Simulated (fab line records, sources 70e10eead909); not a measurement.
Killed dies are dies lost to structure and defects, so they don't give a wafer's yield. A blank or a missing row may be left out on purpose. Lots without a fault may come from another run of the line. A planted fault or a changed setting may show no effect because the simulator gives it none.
Problem report in the 8D (eight disciplines) form, filled by code | flow nand_harc | the parts of the form that need people (team, actions taken, sign-off) are left out

1. THE PROBLEM
heater_power_total_W at NHARC_P_CONTACT_SOFTBAKE_07 reads a mean of 186.20 W on 6 wafers of 2 lots; wafers without a fault read 188.44 W with a standard deviation of 0.13. That is -17 standard deviations from the usual mean.
The step: time 55 s.
First seen on wafer L161.1, day 12 07:00, on litho_track-04. The record holds 36 wafers of 12 lots with a number at this step. Rule for "out", or "out of limits": more than 4 standard deviations from the usual mean. The other wafers with a number count as sound.

2. WHAT IT IS AND WHAT IT IS NOT
question                    | is                                 | is not
which readings at this step | heater_power_total_W, plate_temp_C | -
which lots                  | L161, L162                         | L146, L147, L149, L153, L154, L155, L157, L158, L159, L160
which wafers of those lots  | all that have a number             | -
read on which tools         | litho_track-04                     | litho_track-01, litho_track-06
when                        | from day 12 07:00                  | up to then (30 sound wafers)

3. SUSPECTS, AND WHAT RULES EACH OUT
Counting: a tool at a process step up to the reading stays a suspect if it ran every lot that is out and no sound lot after the first of them.
- rtp_anneal-02 at NHARC_P_GATE_RTA_80 (time 30 s): kept. It ran every lot that is out, first L161 (day 12 05:34), and no sound lot after that; its last sound lot up to then is L159 (day 11 18:23).
- litho_track-04 at NHARC_P_CONTACT_SOFTBAKE_07 (time 55 s): kept. It ran every lot that is out, first L161 (day 12 07:00), and no sound lot after that; its last sound lot up to then is L160 (day 11 19:00). Its own readings are out on those wafers: heater_power_total_W, plate_temp_C.
Left after counting: rtp_anneal-02 at NHARC_P_GATE_RTA_80, litho_track-04 at NHARC_P_CONTACT_SOFTBAKE_07.

4. THE CAUSE (what the simulator had put in)
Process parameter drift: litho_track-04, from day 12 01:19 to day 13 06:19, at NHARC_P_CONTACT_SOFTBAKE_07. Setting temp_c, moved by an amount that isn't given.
Counting left 2 suspects, and this tool is among them.

5. THE CHAIN OF EFFECTS, in route order
Each row: a reading whose mean over the struck wafers that have a number lies more than 3 standard deviations from the usual. Only readings for which the record gives a usual standard deviation are gone through. hours: the time from each lot's start at the first step in this table that gives one to its start at this step, as a median over the lots. sigmas: the change in usual standard deviations.
hours | step                        | reading              | usual    | on struck wafers | change | sigmas
0     | NHARC_P_CONTACT_SOFTBAKE_07 | heater_power_total_W | 188.44 W | 186.20           | -2.24  | -17
0     | NHARC_P_CONTACT_SOFTBAKE_07 | plate_temp_C         | 104.99 C | 103.91           | -1.08  | -8.3
The process steps in it:
- NHARC_P_CONTACT_SOFTBAKE_07: time 55 s.
Later measuring or inspecting steps at which every struck wafer that the step has a row for has a number for every such reading, and none has moved that far: NHARC_END_SORT_01.

6. WHAT WOULD HAVE CAUGHT IT SOONER
In this record the first reading out of limits was taken at day 12 07:00, 6 hours after the fault began at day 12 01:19.
